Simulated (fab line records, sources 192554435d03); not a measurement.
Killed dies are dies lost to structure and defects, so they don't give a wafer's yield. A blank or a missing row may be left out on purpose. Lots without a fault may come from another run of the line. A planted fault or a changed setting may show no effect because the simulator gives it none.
Chamber matching | flow n5_finfet | N5_BEOL_M9_ILD_DEP_00 on pecvd-04: 3 sister chambers
The step deposits SiCOH lowk from DEMS/porogen, target thk 308.51 nm, time 58 s. 3 wafers are shown with their chamber, then 10 later ones without.

WAFERS WITH THEIR CHAMBER
wafer  | chamber | throttle_valve_pct (%)
L086.1 | 2       | 13.0
L087.2 | 0       | 13.9
L087.3 | 1       | 16.2

WAFERS WITHOUT THEIR CHAMBER
wafer  | throttle_valve_pct (%)
L087.6 | 12.6
L090.1 | 13.9
L090.4 | 12.8
L090.6 | 15.9
L096.2 | 15.9
L096.3 | 12.9
L096.4 | 13.8
L097.2 | 13.2
L097.3 | 16.0
L097.6 | 14.1

WHICH CHAMBER EACH WENT THROUGH
wafer  | from the rows above | in truth
L087.6 | 2                   | 2
L090.1 | 0                   | 0
L090.4 | 2                   | 2
L090.6 | 1                   | 1
L096.2 | 1                   | 1
L096.3 | 2                   | 2
L096.4 | 0                   | 0
L097.2 | 2                   | 2
L097.3 | 1                   | 1
L097.6 | 0                   | 0
Placed correctly: 10 of 10. Can't be placed from these rows: 0. Placed wrongly: 0.
How it was worked out, from the rows above alone: a wafer's distance from a chamber is the root of the sum, over the readings, of the square of ((its reading less the chamber's mean) divided by the reading's scatter). The wafer belongs to the nearest chamber; if the next one is less than 2 further off, it can't be placed. A chamber's mean is the mean of its shown wafers. The scatter: with one shown wafer a chamber, the root of the mean of the squares of how far each hidden wafer lies from its nearest shown one.
